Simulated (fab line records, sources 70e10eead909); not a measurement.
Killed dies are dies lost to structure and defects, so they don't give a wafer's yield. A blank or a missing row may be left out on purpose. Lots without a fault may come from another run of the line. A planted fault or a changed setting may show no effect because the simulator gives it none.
fab line records | flow nand_harc
record lots=23 wafers=69 last_day=33
route steps=1302 shown A_STAIRCASE@639
lots that met no fault: from a run of the same line without faults
start_h: hours from the record's first day to the start of the lot's first wafer shown | wait_h: hours since the lot's step before | " the same as in the row above | L1.1+2: a row that stands for several wafers | - no value, or no start given | * or withheld: withheld | < > ~ a bound
route shown NAME@n: a module of which the file shows steps, and the number in the route of the first | usual: mean/standard deviation of fault-free wafers | same: alike in all rows | chamber/n: place in a boat | sites: the reading at each site | _std_site: their standard deviation | _edge_site: outer sites' mean less inner sites' | radius_mm: how far each site lies from the wafer's centre | mask NAME#n: copy n | behind: the tool/chamber that last shaped the wafer | hold: why the lot was held/for how many hours/how that ended | device: the transistor (n, p or np) that didn't switch | end of line: the same wafers' tests at the end of the route | a step without rows: its recipe alone | killed: dies lost to structure and defects at the first sort, not the wafer's yield | map: a wafer's dies, x killed, . not, _ none there
set.NAME: the setting as run; set.NAME@STEP: as run at that earlier step | model.NAME: the simulator's own value behind a step, which no gauge read
steps of the route over a sample of lots; a table a step, a row a wafer
services: from which hour (start_h, from the record's first day; less than 0 if before it) a tool's chamber was out of use, for how many hours, and why
## steps
# step NHARC_A_STAIRCASE_DEP_156
# recipe target_thk_a=500 temp_c=400 target_thk_nm=50 flow_sccm=200 rf_w=450 material=SiNx
# usual heater_power_w=648/61
# columns lot.wafer tool chamber start_h wait_h heater_power_w
L074.2 pecvd-01 2 347.64 0.1 665
L074.6 " 0 " " 718
L074.5 " 2 " " 665
L075.3 pecvd-02 1 358.30 0.1 629
L075.6 " 2 " " 707
L075.4 " 0 " " 609
L076.3 pecvd-01 1 377.05 0.1 632
L076.4 " 2 " " 619
L076.6 " 0 " " 701
L077.3 pecvd-01 2 384.64 0.1 573
L077.2 " 0 " " 689
L077.5 " 0 " " 701
L078.1 pecvd-04 0 384.75 0.1 596
L078.4 " 1 " " 752
L078.5 " 2 " " 512
L080.3 pecvd-01 1 397.02 0.1 625
L080.6 " 0 " " 666
L080.5 " 1 " " 637
L079.2 pecvd-04 2 397.15 0.1 495
L079.5 " 2 " " 482
L079.6 " 0 " " 632
L081.3 pecvd-04 2 417.67 0.1 591
L081.2 " 0 " " 571
L081.5 " 1 " " 627
L082.1 pecvd-02 0 430.17 0.4 714
L082.4 " 1 " " 669
L082.6 " 0 " " 714
L083.1 pecvd-02 1 451.22 0.1 574
L083.6 " 1 " " 555
L083.5 " 2 " " 727
L084.3 pecvd-02 1 455.99 0.1 639
L084.1 " 2 " " 701
L084.5 " 0 " " 652
L086.1 pecvd-04 0 466.53 0.1 625
L086.3 " 1 " " 632
L086.4 " 1 " " 648
L085.2 pecvd-01 0 466.67 0.1 778
L085.6 " 1 " " 610
L085.4 " 2 " " 589
L087.2 pecvd-02 2 492.30 0.1 763
L087.4 " 2 " " 740
L087.6 " 0 " " 723
L088.2 pecvd-02 1 498.72 0.1 680
L088.1 " 2 " " 670
L088.5 " 0 " " 682
L089.5 pecvd-01 0 506.18 0.2 655
L089.6 " 1 " " 537
L089.4 " 2 " " 630
L090.1 pecvd-01 0 514.29 0.1 740
L090.5 " 1 " " 556
L090.4 " 2 " " 649
L093.3 pecvd-04 0 525.45 0.1 699
L093.2 " 2 " " 598
L093.6 " 1 " " 717
L092.2 pecvd-01 0 525.48 0.1 700
L092.1 " 2 " " 638
L092.6 " 2 " " 635
L091.1 pecvd-02 0 525.68 0.1 717
L091.5 " 2 " " 735
L091.4 " 0 " " 695
L094.4 pecvd-04 1 559.59 0.2 606
L094.5 " 2 " " 618
L094.6 " 0 " " 694
L095.3 pecvd-04 0 567.47 0.1 657
L095.2 " 2 " " 627
L095.6 " 1 " " 713
L097.4 pecvd-04 0 579.55 0.2 634
L097.3 " 1 " " 723
L097.6 " 0 " " 631
# step NHARC_A_STAIRCASE_DESCUM_168
# recipe time_s=3 o2_flow_sccm=200 ar_flow_sccm=0 bias_power_w=0 chemistry=O2
# usual drypump_motor_current_A=5.7/0.5 oes_product_au=1.000/0.011 rf_vpp_V=57.7/0.89 showerhead_plenum_p_Torr=1.94/0.082 throttle_valve_pct=11.310/0.009
# same bias_power_w=0
# columns lot.wafer tool chamber start_h wait_h drypump_motor_current_A oes_product_au rf_hours_counter_h rf_vpp_V showerhead_plenum_p_Torr throttle_valve_pct
L074.2 rie_diel-06 2 348.59 - 5.2 0.993 11 56.6 2.06 11.311
L074.5 " 0 " " 5.8 0.987 - 56.7 1.93 11.297
L074.6 " 1 " " 6.0 1.006 - 57.2 1.96 11.303
L075.4 rie_diel-09 2 359.28 - 6.2 1.000 8 59.5 1.90 11.317
L075.3 " 3 " " 6.0 1.024 8 55.6 1.77 11.299
L075.6 " 2 " " 6.2 1.011 - 57.9 1.90 11.311
L076.4 rie_diel-06 0 378.03 - 5.8 0.985 20 58.6 1.92 11.299
L076.3 " 3 " " 6.4 1.004 21 56.5 1.88 11.332
L076.6 " 1 " " 5.9 1.001 - 57.4 1.96 11.320
L077.2 rie_diel-13 0 385.60 - 5.1 0.995 12 58.4 2.04 11.317
L077.3 " 1 " " 5.3 0.990 12 56.7 1.95 11.311
L077.5 " 0 " " 5.1 0.988 - 58.0 2.04 11.295
L078.4 rie_diel-09 3 385.75 - 6.0 1.008 18 56.7 1.77 11.290
L078.1 " 2 " " 6.2 1.008 16 58.0 1.90 11.310
L078.5 " 3 " " 6.0 1.015 - 55.6 1.77 11.304
L080.3 rie_diel-06 3 397.97 - 6.5 1.002 26 58.1 1.88 11.308
L080.6 " 0 " " 5.8 1.001 - 58.5 1.92 11.297
L080.5 " 1 " " 5.9 1.003 - 56.9 1.96 11.309
L079.2 rie_diel-13 3 398.14 - 6.4 0.993 18 57.7 1.82 11.316
L079.5 " 0 " " 5.1 0.990 - 58.4 2.03 11.311
L079.6 " 1 " " 5.4 0.994 - 58.0 1.94 11.312
L081.3 rie_diel-13 3 418.65 - 6.4 0.988 22 57.5 1.81 11.315
L081.2 " 1 " " 5.3 0.993 22 57.0 1.94 11.304
L081.5 " 0 " " 5.0 0.990 - 58.7 2.03 11.304
L082.1 rie_diel-09 0 430.98 - 5.0 1.004 35 57.1 1.91 11.316
L082.6 " 3 " " 6.0 1.012 - 56.2 1.77 11.311
L082.4 " 0 " " 4.9 1.012 - 56.8 1.91 11.305
L083.1 rie_diel-06 2 453.29 - 5.2 0.981 40 58.2 2.05 11.304
L083.6 " 3 " " 6.4 0.999 - 57.7 1.87 11.304
L083.5 " 0 " " 5.8 1.005 - 57.9 1.92 11.313
L084.3 rie_diel-06 2 456.95 - 5.2 0.984 42 59.4 2.05 11.305
L084.1 " 3 " " 6.4 1.010 41 58.0 1.87 11.318
L084.5 " 2 " " 5.2 0.990 - 57.6 2.05 11.292
L086.3 rie_diel-06 3 467.48 - 6.4 1.001 43 58.4 1.87 11.297
L086.4 " 0 " " 5.8 1.005 43 57.1 1.92 11.312
L086.1 " 2 " " 5.2 0.996 45 57.5 2.05 11.327
L085.4 rie_diel-13 0 467.65 - 5.1 0.981 44 57.7 2.03 11.317
L085.2 " 3 " " 6.4 0.983 41 57.0 1.81 11.325
L085.6 " 1 " " 5.4 0.988 - 58.0 1.94 11.302
L087.2 rie_diel-09 2 493.30 - 6.2 1.002 52 55.8 1.89 11.306
L087.4 " 3 " " 6.0 1.012 59 57.4 1.76 11.319
L087.6 " 2 " " 6.2 1.001 - 58.0 1.89 11.311
L088.2 rie_diel-06 2 499.56 - 5.2 1.004 2 58.1 2.04 11.307
L088.1 " 0 " " 5.8 1.004 1 57.4 1.92 11.314
L088.5 " 2 " " 5.2 1.002 - 58.3 2.04 11.319
L089.4 rie_diel-09 2 507.10 - 6.2 1.000 0 57.3 1.89 11.316
L089.5 " 3 " " 6.0 1.017 - 58.0 2.08 11.312
L089.6 " 0 " " 4.9 0.984 - 57.0 1.90 11.314
L090.4 rie_diel-06 3 515.09 - 6.4 0.990 7 59.5 1.87 11.315
L090.1 " 2 " " 5.2 1.004 10 56.9 2.04 11.305
L090.5 " 0 " " 5.8 1.009 - 57.7 1.91 11.316
L093.3 rie_diel-06 3 526.44 - 6.4 0.996 10 57.8 1.87 11.329
L093.2 " 0 " " 5.8 1.002 10 58.0 1.91 11.317
L093.6 " 2 " " 5.2 0.998 - 58.3 2.04 11.295
L092.2 rie_diel-06 2 526.60 - 5.2 1.003 13 57.9 2.04 11.305
L092.1 " 0 " " 5.8 1.006 10 57.6 1.91 11.310
L092.6 " 1 " " 6.0 1.006 - 58.5 1.94 11.328
L091.4 rie_diel-06 0 526.75 - 5.8 1.009 10 57.7 1.91 11.310
L091.1 " 2 " " 5.2 1.009 13 59.1 2.04 11.298
L091.5 " 0 " " 5.8 1.008 - 56.7 1.91 11.298
L094.4 rie_diel-13 1 560.50 - 5.3 0.982 9 59.9 1.93 11.319
L094.6 " 0 " " 5.0 0.981 - 57.4 2.02 11.304
L094.5 " 1 " " 5.4 0.993 - 58.8 1.93 11.328
L095.2 rie_diel-13 1 568.45 - 5.3 0.991 10 58.4 1.93 11.307
L095.3 " 0 " " 5.1 0.983 12 57.2 2.02 11.303
L095.6 " 2 " " 5.1 0.980 - 57.1 1.96 11.313
L097.4 rie_diel-09 0 580.53 - 4.9 0.988 25 58.1 1.89 11.307
L097.3 " 2 " " 6.2 1.002 26 57.0 1.88 11.315
L097.6 " 1 " " 5.8 1.022 - 58.8 2.05 11.302
# step NHARC_A_STAIRCASE_ETCH_170
# recipe target_depth_a=2000 time_s=66.667 ion_energy_ev=250 c4f6_flow_sccm=25 o2_flow_sccm=20 ar_flow_sccm=500 rf_w=600 bias_w=500 chemistry=C4F6/O2
# usual drypump_motor_current_A=5.7/0.51 oes_product_au=0.976/0.013 rf_vpp_V=548/3.3 showerhead_plenum_p_Torr=3.98/0.16 throttle_valve_pct=26.903/0.0096
# columns lot.wafer tool chamber start_h wait_h drypump_motor_current_A oes_product_au rf_hours_counter_h rf_vpp_V showerhead_plenum_p_Torr throttle_valve_pct
L074.2 rie_diel-06 3 - - 6.4 0.986 9 546 3.86 26.895
L074.5 " 2 " " 5.2 0.976 - 551 4.19 26.908
L074.6 " 3 " " 6.5 0.982 - 544 3.86 26.907
L075.4 rie_diel-09 3 - - 6.0 0.986 9 542 3.66 26.917
L075.3 " 2 " " 6.2 0.978 8 546 3.90 26.897
L075.6 " 3 " " 6.0 0.985 - 542 3.66 26.902
L076.3 rie_diel-06 0 - - 5.8 0.969 20 548 3.94 26.904
L076.4 " 1 " " 6.0 0.975 19 549 4.01 26.896
L076.6 " 3 " " 6.4 0.979 - 546 3.86 26.904
L077.3 rie_diel-13 3 - - 6.4 0.968 13 542 3.74 26.890
L077.2 " 0 " " 5.1 0.966 12 552 4.15 26.877
L077.5 " 2 " " 5.1 0.984 - 551 4.06 26.902
L078.4 rie_diel-09 1 - - 5.8 1.007 16 554 4.22 26.896
L078.1 " 3 " " 6.0 0.986 18 540 3.66 26.901
L078.5 " 1 " " 5.8 0.998 - 552 4.22 26.902
L080.3 rie_diel-06 1 - - 6.0 0.978 24 548 4.00 26.902
L080.6 " 2 " " 5.2 0.959 - 553 4.18 26.899
L080.5 " 3 " " 6.4 0.973 - 545 3.85 26.903
L079.2 rie_diel-13 3 - - 6.4 0.988 18 543 3.74 26.916
L079.5 " 2 " " 5.1 0.983 - 551 4.05 26.897
L079.6 " 3 " " 6.4 0.978 - 543 3.74 26.904
L081.2 rie_diel-13 1 - - 5.4 0.976 22 548 3.98 26.911
L081.3 " 3 " " 6.4 0.956 22 544 3.74 26.890
L081.5 " 1 " " 5.4 0.962 - 547 3.98 26.912
L082.1 rie_diel-09 1 - - 5.8 0.984 31 552 4.21 26.895
L082.6 " 0 " " 4.9 0.977 - 546 3.91 26.907
L082.4 " 1 " " 5.8 0.990 - 554 4.21 26.897
L083.1 rie_diel-06 3 - - 6.4 0.981 38 545 3.85 26.894
L083.5 " 0 " " 5.8 0.984 - 547 3.93 26.892
L083.6 " 1 " " 6.0 0.980 - 547 3.99 26.917
L084.1 rie_diel-06 3 - - 6.4 0.972 41 546 3.84 26.886
L084.3 " 0 " " 5.8 0.990 40 546 3.93 26.892
L084.5 " 1 " " 6.0 0.977 - 549 3.99 26.903
L086.3 rie_diel-06 1 - - 6.0 0.984 44 546 3.99 26.913
L086.4 " 3 " " 6.5 0.978 43 545 3.84 26.919
L086.1 " 0 " " 5.8 0.976 43 548 3.93 26.915
L085.2 rie_diel-13 0 - - 5.1 0.962 44 550 4.13 26.891
L085.4 " 2 " " 5.1 0.993 42 550 4.04 26.903
L085.6 " 0 " " 5.0 0.965 - 551 4.13 26.899
L087.2 rie_diel-09 2 - - 6.2 0.964 52 546 3.88 26.913
L087.4 " 1 " " 5.8 0.992 52 550 4.19 26.901
L087.6 " 3 " " 6.0 0.971 - 541 3.63 26.881
L088.2 rie_diel-06 3 - - 6.5 0.972 2 545 3.84 26.910
L088.1 " 0 " " 5.8 0.969 1 547 3.93 26.906
L088.5 " 2 " " 5.2 0.969 - 551 4.17 26.909
L089.4 rie_diel-09 1 - - 5.8 1.015 0 551 4.19 26.886
L089.6 " 0 " " 4.9 0.962 - 547 3.90 26.910
L089.5 " 1 " " 5.8 1.021 - 554 4.19 26.903
L090.1 rie_diel-06 2 - - 5.2 0.981 10 550 4.16 26.903
L090.4 " 3 " " 6.4 0.977 7 544 3.84 26.906
L090.5 " 2 " " 5.2 0.982 - 552 4.16 26.901
L093.2 rie_diel-06 2 - - 5.2 0.979 13 551 4.16 26.903
L093.3 " 3 " " 6.4 0.992 10 543 3.84 26.899
L093.6 " 3 " " 6.4 0.989 - 545 3.84 26.907
L092.1 rie_diel-06 2 - - 5.2 0.958 13 553 4.16 26.909
L092.2 " 3 " " 6.5 0.978 10 545 3.84 26.913
L092.6 " 2 " " 5.2 0.978 - 551 4.16 26.917
L091.1 rie_diel-06 2 - - 5.2 0.968 13 552 4.16 26.913
L091.4 " 0 " " 5.8 0.965 11 547 3.92 26.913
L091.5 " 2 " " 5.2 0.974 - 553 4.16 26.899
L094.4 rie_diel-13 1 - - 5.4 0.958 9 547 3.95 26.904
L094.6 " 0 " " 5.1 0.956 - 550 4.12 26.916
L094.5 " 1 " " 5.4 0.956 - 548 3.95 26.899
L095.3 rie_diel-13 1 - - 5.4 0.962 10 547 3.95 26.908
L095.2 " 3 " " 6.4 0.972 14 542 3.71 26.893
L095.6 " 0 " " 5.1 0.982 - 550 4.11 26.890
L097.3 rie_diel-09 0 - - 4.9 0.957 25 545 3.89 26.907
L097.4 " 1 " " 5.8 0.992 24 553 4.18 26.895
L097.6 " 2 " " 6.2 0.983 - 546 3.86 26.896
# step NHARC_A_STAIRCASE_TRIM_196
# recipe time_s=211.2 o2_flow_sccm=500 ar_flow_sccm=0 bias_w=0 chemistry=O2
# usual drypump_motor_current_A=5.8/0.48 oes_product_au=1.004/0.01 rf_vpp_V=57.9/0.85 showerhead_plenum_p_Torr=3.56/0.15 throttle_valve_pct=17.036/0.0095
# columns lot.wafer tool chamber start_h wait_h drypump_motor_current_A oes_product_au rf_hours_counter_h rf_vpp_V showerhead_plenum_p_Torr throttle_valve_pct
L074.2 rie_diel-13 2 355.65 0.1 5.1 1.004 1 60.2 3.66 17.047
L074.5 " 0 " " 5.1 1.007 - 57.5 3.75 17.032
L074.6 " 1 " " 5.3 1.001 - 57.7 3.59 17.039
L075.3 rie_diel-09 1 366.61 0.1 5.8 1.014 12 57.0 3.80 17.042
L075.4 " 2 " " 6.2 1.000 11 56.8 3.51 17.047
L075.6 " 2 " " 6.2 1.012 - 59.0 3.51 17.029
L076.3 rie_diel-06 0 384.82 0.1 5.8 0.981 21 56.5 3.55 17.034
L076.4 " 2 " " 5.2 0.989 21 57.6 3.77 17.046
L076.6 " 0 " " 5.8 0.981 - 57.5 3.55 17.033
L078.1 rie_diel-06 2 392.87 0.1 5.2 0.987 24 58.3 3.77 17.037
L078.4 " 3 " " 6.5 1.003 25 56.6 3.46 17.041
L078.5 " 1 " " 6.0 0.992 - 59.1 3.60 17.040
L077.2 rie_diel-09 2 395.27 0.1 6.2 1.006 20 58.4 3.50 17.020
L077.3 " 3 " " 6.0 1.015 20 58.6 3.28 17.027
L077.5 " 3 " " 6.0 1.007 - 58.0 3.28 17.038
L080.3 rie_diel-09 1 404.94 0.1 5.8 1.008 25 58.1 3.79 17.032
L080.6 " 0 " " 4.9 1.008 - 56.9 3.52 17.026
L080.5 " 1 " " 5.8 1.020 - 57.3 3.79 17.032
L079.2 rie_diel-13 1 405.12 0.1 5.4 0.996 19 57.5 3.58 17.049
L079.5 " 0 " " 5.1 0.987 - 58.9 3.73 17.027
L079.6 " 1 " " 5.4 0.998 - 57.2 3.58 17.051
L081.3 rie_diel-13 0 426.06 0.1 5.1 0.995 24 58.4 3.73 17.030
L081.2 " 2 " " 5.1 1.005 26 59.1 3.64 17.032
L081.5 " 0 " " 5.1 1.008 - 59.0 3.73 17.044
L082.1 rie_diel-09 0 437.82 0.1 4.9 1.003 37 56.2 3.51 17.024
L082.4 " 1 " " 5.8 1.030 32 58.9 3.79 17.048
L082.6 " 0 " " 4.9 1.008 - 57.6 3.51 17.065
L083.1 rie_diel-09 3 460.26 0.1 6.0 1.000 46 56.2 3.27 17.041
L083.5 " 2 " " 6.2 0.997 - 57.2 3.49 17.034
L083.6 " 3 " " 6.0 1.007 - 56.9 3.27 17.035
L084.1 rie_diel-09 3 463.65 0.1 6.0 1.012 47 55.1 3.27 17.034
L084.3 " 1 " " 5.8 1.020 40 58.9 3.78 17.024
L084.5 " 1 " " 5.8 1.016 - 58.0 3.78 17.029
L086.4 rie_diel-09 2 478.72 0.1 6.2 0.998 49 57.4 3.49 17.045
L086.1 " 3 " " 6.0 1.017 56 56.5 3.26 17.045
L086.3 " 1 " " 5.8 1.018 49 59.1 3.78 17.040
L085.2 rie_diel-06 1 480.14 0.1 6.0 1.000 47 57.6 3.59 17.041
L085.4 " 2 " " 5.2 1.011 47 58.6 3.75 17.057
L085.6 " 1 " " 6.0 1.011 - 57.5 3.59 17.024
L087.4 rie_diel-06 1 499.93 0.1 6.0 1.001 1 58.4 3.59 17.041
L087.2 " 0 " " 5.8 0.996 1 57.7 3.53 17.031
L087.6 " 1 " " 6.0 0.998 - 57.6 3.59 17.046
L088.2 rie_diel-13 3 509.10 0.1 6.4 1.008 54 58.4 3.34 17.029
L088.1 " 0 " " 5.1 0.979 56 58.5 3.71 17.030
L088.5 " 3 " " 6.4 1.005 - 57.5 3.34 17.032
L089.4 rie_diel-06 0 513.60 0.1 5.8 1.008 7 57.6 3.53 17.027
L089.6 " 0 " " 5.8 1.000 - 57.7 3.53 17.043
L089.5 " 1 " " 6.0 1.006 - 57.7 3.58 17.043
L090.4 rie_diel-06 0 521.98 0.1 5.8 0.998 9 57.9 3.53 17.042
L090.1 " 1 " " 6.0 0.998 12 58.6 3.58 17.036
L090.5 " 0 " " 5.8 1.004 - 58.5 3.53 17.039
L092.2 rie_diel-09 3 537.86 0.1 6.0 1.011 13 57.9 3.80 17.037
L092.1 " 0 " " 4.9 0.997 10 58.7 3.50 17.054
L092.6 " 3 " " 6.0 1.009 - 58.7 3.80 17.057
L091.1 rie_diel-06 3 537.89 0.1 6.4 1.016 19 57.4 3.44 17.038
L091.5 " 3 " " 6.5 1.007 - 57.3 3.44 17.046
L091.4 " 1 " " 6.0 1.003 - 58.9 3.58 17.030
L093.2 rie_diel-09 0 538.28 0.1 4.9 0.995 11 57.1 3.50 17.040
L093.3 " 3 " " 6.0 1.025 13 57.7 3.80 17.044
L093.6 " 1 " " 5.8 1.017 - 58.7 3.77 17.038
L094.4 rie_diel-09 1 567.04 0.1 5.8 1.018 21 59.8 3.77 17.030
L094.6 " 0 " " 4.9 0.994 - 58.1 3.50 17.038
L094.5 " 1 " " 5.8 1.020 - 58.3 3.77 17.042
L095.3 rie_diel-06 3 575.09 0.1 6.4 0.994 28 58.3 3.44 17.041
L095.2 " 2 " " 5.2 0.991 23 58.3 3.74 17.061
L095.6 " 0 " " 5.8 1.010 - 57.9 3.52 17.024
L097.3 rie_diel-06 1 587.38 0.1 6.0 1.012 32 58.5 3.57 17.028
L097.4 " 2 " " 5.2 1.006 29 59.0 3.74 17.025
L097.6 " 1 " " 6.0 0.997 - 58.2 3.57 17.050
# step NHARC_A_STAIRCASE_TRIM_200
# recipe time_s=211.2 o2_flow_sccm=500 ar_flow_sccm=0 bias_w=0 chemistry=O2
# usual drypump_motor_current_A=5.7/0.49 oes_product_au=1.004/0.01 rf_vpp_V=57.9/0.89 showerhead_plenum_p_Torr=3.57/0.15 throttle_valve_pct=17.037/0.0081
# columns lot.wafer tool chamber start_h wait_h drypump_motor_current_A oes_product_au rf_hours_counter_h rf_vpp_V showerhead_plenum_p_Torr throttle_valve_pct
L074.2 rie_diel-13 2 - - 5.1 1.009 1 57.5 3.66 17.037
L074.6 " 1 " " 5.4 0.997 - 59.9 3.59 17.037
L074.5 " 2 " " 5.1 1.011 - 59.9 3.66 17.020
L075.4 rie_diel-09 1 - - 5.8 1.020 12 58.7 3.80 17.033
L075.3 " 3 " " 6.0 1.008 12 56.7 3.29 17.039
L075.6 " 1 " " 5.8 1.021 - 57.8 3.80 17.028
L076.3 rie_diel-06 3 - - 6.4 1.006 22 57.4 3.47 17.036
L076.4 " 0 " " 5.8 0.989 21 58.0 3.55 17.033
L076.6 " 3 " " 6.4 0.997 - 58.5 3.47 17.034
L078.1 rie_diel-06 3 - - 6.4 1.006 25 58.4 3.46 17.049
L078.4 " 1 " " 6.0 1.000 23 56.7 3.60 17.018
L078.5 " 3 " " 6.5 1.006 - 58.2 3.46 17.029
L077.2 rie_diel-09 3 - - 6.0 1.009 20 57.3 3.28 17.040
L077.3 " 0 " " 4.9 1.009 21 57.7 3.52 17.024
L077.5 " 1 " " 5.8 1.019 - 57.8 3.80 17.039
L080.3 rie_diel-09 3 - - 6.0 1.005 27 57.3 3.28 17.037
L080.6 " 1 " " 5.8 1.023 - 58.3 3.79 17.026
L080.5 " 3 " " 6.0 1.010 - 57.8 3.28 17.023
L079.2 rie_diel-13 0 - - 5.0 0.991 19 58.8 3.74 17.046
L079.6 " 2 " " 5.1 0.990 - 59.2 3.65 17.032
L079.5 " 3 " " 6.4 1.000 - 57.8 3.36 17.025
L081.2 rie_diel-13 3 - - 6.4 0.997 26 57.2 3.36 17.036
L081.3 " 2 " " 5.1 1.002 26 58.9 3.64 17.027
L081.5 " 0 " " 5.1 1.003 - 57.4 3.73 17.042
L082.1 rie_diel-09 1 - - 5.8 1.020 32 59.6 3.79 17.052
L082.4 " 2 " " 6.2 0.994 30 56.9 3.50 17.031
L082.6 " 1 " " 5.8 1.024 - 58.6 3.79 17.039
L083.1 rie_diel-09 2 - - 6.2 0.996 39 58.1 3.49 17.040
L083.5 " 2 " " 6.2 1.003 - 57.8 3.49 17.036
L083.6 " 3 " " 6.0 1.011 - 57.3 3.27 17.048
L084.3 rie_diel-09 2 - - 6.2 1.006 40 58.9 3.49 17.031
L084.1 " 3 " " 6.0 1.001 47 56.7 3.27 17.030
L084.5 " 2 " " 6.2 1.004 - 57.9 3.49 17.043
L086.3 rie_diel-09 2 - - 6.2 1.000 49 57.7 3.49 17.046
L086.4 " 3 " " 6.0 1.003 56 58.4 3.26 17.043
L086.1 " 0 " " 4.9 1.010 44 57.9 3.51 17.040
L085.2 rie_diel-06 3 - - 6.5 1.003 46 57.3 3.45 17.048
L085.4 " 0 " " 5.8 0.994 46 56.8 3.53 17.046
L085.6 " 2 " " 5.2 0.990 - 57.0 3.75 17.032
L087.2 rie_diel-06 1 - - 6.0 1.008 2 56.6 3.59 17.039
L087.4 " 3 " " 6.4 0.996 2 56.9 3.45 17.040
L087.6 " 2 " " 5.2 0.995 - 59.4 3.75 17.037
L088.2 rie_diel-13 0 - - 5.1 0.993 56 59.0 3.71 17.035
L088.1 " 1 " " 5.3 0.988 55 57.6 3.56 17.034
L088.5 " 1 " " 5.3 0.989 - 57.3 3.56 17.036
L089.4 rie_diel-06 1 - - 6.0 0.992 10 58.4 3.58 17.031
L089.5 " 0 " " 5.8 1.008 - 57.1 3.53 17.041
L089.6 " 1 " " 6.0 0.999 - 57.9 3.58 17.036
L090.1 rie_diel-06 2 - - 5.2 0.994 12 57.0 3.75 17.035
L090.4 " 0 " " 5.8 1.006 10 55.6 3.53 17.036
L090.5 " 2 " " 5.2 1.006 - 59.1 3.75 17.049
L092.1 rie_diel-09 2 - - 6.2 1.006 15 57.9 3.48 17.042
L092.2 " 3 " " 6.0 1.023 13 59.5 3.80 17.044
L092.6 " 2 " " 6.2 1.005 - 58.8 3.48 17.042
L093.3 rie_diel-09 0 - - 4.9 0.976 11 58.3 3.50 17.036
L093.2 " 2 " " 6.2 1.001 15 57.8 3.48 17.045
L093.6 " 1 " " 5.8 1.021 - 58.2 3.77 17.031
L091.1 rie_diel-06 1 - - 6.0 1.007 20 57.9 3.58 17.037
L091.4 " 3 " " 6.4 1.006 - 57.9 3.44 17.030
L091.5 " 1 " " 6.0 1.007 - 58.2 3.58 17.039
L094.4 rie_diel-09 1 - - 5.8 1.019 21 57.1 3.76 17.014
L094.5 " 0 " " 4.9 0.995 - 56.7 3.50 17.037
L094.6 " 1 " " 5.8 1.029 - 57.9 3.77 17.038
L095.2 rie_diel-06 3 - - 6.4 1.006 28 57.2 3.44 17.049
L095.3 " 0 " " 5.8 1.004 28 58.4 3.52 17.038
L095.6 " 2 " " 5.2 1.001 - 57.3 3.74 17.038
L097.4 rie_diel-06 2 - - 5.2 1.007 29 60.0 3.74 17.029
L097.3 " 1 " " 6.0 0.996 32 57.1 3.57 17.043
L097.6 " 3 " " 6.4 1.006 - 57.7 3.44 17.039
# step NHARC_A_STAIRCASE_ETCH_203
# recipe target_depth_a=1000 time_s=40.5 ion_energy_ev=400 c4f8_flow_sccm=20 o2_flow_sccm=10 ar_flow_sccm=withheld rf_w=600 bias_w=1000 chemistry=C4F8/O2
# usual oes_product_au=0.945/0.011 rf_vpp_V=897/5.7
# columns lot.wafer tool chamber start_h wait_h oes_product_au rf_hours_counter_h rf_vpp_V
L074.2 rie_diel-13 2 - - 0.946 1 901
L074.6 " 0 " " 0.933 - 903
L074.5 " 1 " " 0.928 - 899
L075.4 rie_diel-09 1 - - 0.967 12 905
L075.3 " 0 " " 0.966 12 896
L075.6 " 1 " " 0.962 - 906
L076.3 rie_diel-06 0 - - 0.927 22 895
L076.4 " 1 " " 0.941 21 899
L076.6 " 3 " " 0.937 - 893
L078.1 rie_diel-06 1 - - 0.956 23 899
L078.4 " 2 " " 0.947 24 903
L078.5 " 1 " " 0.946 - 899
L077.3 rie_diel-09 2 - - 0.947 21 895
L077.2 " 3 " " 0.948 21 886
L077.5 " 3 " " 0.947 - 887
L079.2 rie_diel-13 0 - - 0.951 19 903
L079.6 " 2 " " 0.945 - 900
L079.5 " 3 " " 0.934 - 889
L080.3 rie_diel-09 3 - - 0.933 27 887
L080.5 " 0 " " 0.937 - 895
L080.6 " 1 " " 0.955 - 906
L081.2 rie_diel-13 3 - - 0.935 26 888
L081.3 " 2 " " 0.959 26 900
L081.5 " 3 " " 0.937 - 890
L082.1 rie_diel-09 2 - - 0.959 30 893
L082.4 " 0 " " 0.946 37 896
L082.6 " 3 " " 0.954 - 886
L083.1 rie_diel-09 1 - - 0.948 40 905
L083.6 " 2 " " 0.933 - 895
L083.5 " 1 " " 0.950 - 904
L084.1 rie_diel-09 2 - - 0.921 40 895
L084.3 " 3 " " 0.941 48 887
L084.5 " 2 " " 0.934 - 893
L086.3 rie_diel-09 3 - - 0.954 56 886
L086.1 " 0 " " 0.952 44 896
L086.4 " 1 " " 0.960 49 905
L085.2 rie_diel-06 2 - - 0.938 47 904
L085.4 " 0 " " 0.958 46 896
L085.6 " 3 " " 0.948 - 892
L087.4 rie_diel-06 0 - - 0.945 2 895
L087.2 " 3 " " 0.946 2 894
L087.6 " 0 " " 0.941 - 895
L088.2 rie_diel-13 2 - - 0.949 58 899
L088.1 " 3 " " 0.954 55 889
L088.5 " 1 " " 0.943 - 897
L089.4 rie_diel-06 2 - - 0.954 10 904
L089.6 " 0 " " 0.944 - 897
L089.5 " 1 " " 0.942 - 898
L090.1 rie_diel-06 1 - - 0.930 13 899
L090.4 " 2 " " 0.940 12 905
L090.5 " 0 " " 0.943 - 896
L092.1 rie_diel-09 3 - - 0.972 14 906
L092.2 " 1 " " 0.960 13 905
L092.6 " 2 " " 0.935 - 894
L093.3 rie_diel-09 1 - - 0.945 13 904
L093.2 " 2 " " 0.938 15 893
L093.6 " 1 " " 0.949 - 905
L091.1 rie_diel-06 0 - - 0.941 20 895
L091.5 " 0 " " 0.955 - 895
L091.4 " 3 " " 0.931 - 894
L094.4 rie_diel-09 2 - - 0.960 23 895
L094.5 " 1 " " 0.957 - 904
L094.6 " 2 " " 0.958 - 894
L095.3 rie_diel-06 1 - - 0.957 26 899
L095.2 " 0 " " 0.968 28 895
L095.6 " 1 " " 0.933 - 899
L097.3 rie_diel-06 1 - - 0.948 33 897
L097.4 " 3 " " 0.945 32 891
L097.6 " 1 " " 0.948 - 899
## services
# columns tool chamber start_h hours kind
rie_diel-13 2 330.57 2.8 repair
pecvd-01 1 331.17 8.5 repair
pecvd-01 - 332.68 0.8 repair
rie_diel-13 - 343.51 9.0 pm
pecvd-04 1 380.23 3.6 repair
pecvd-02 2 388.39 26.4 repair
rie_diel-09 2 403.14 7.8 repair
rie_diel-06 3 422.45 7.5 repair
rie_diel-06 - 425.03 0.3 repair
rie_diel-09 2 427.96 6.4 repair
rie_diel-13 3 438.47 4.7 repair
rie_diel-06 2 442.72 2.9 repair
pecvd-04 - 450.65 13.0 pm
pecvd-01 - 451.35 1.0 repair
rie_diel-09 0 459.93 16.0 repair
pecvd-01 0 474.91 17.9 repair
rie_diel-13 - 478.05 0.4 repair
rie_diel-06 - 484.85 9.0 pm
pecvd-01 - 492.09 13.0 pm
pecvd-04 1 492.80 18.8 repair
rie_diel-09 - 497.23 9.0 pm
pecvd-04 1 512.93 2.7 repair
rie_diel-13 1 534.71 5.6 repair
pecvd-04 2 573.66 14.5 repair
## key
fault none
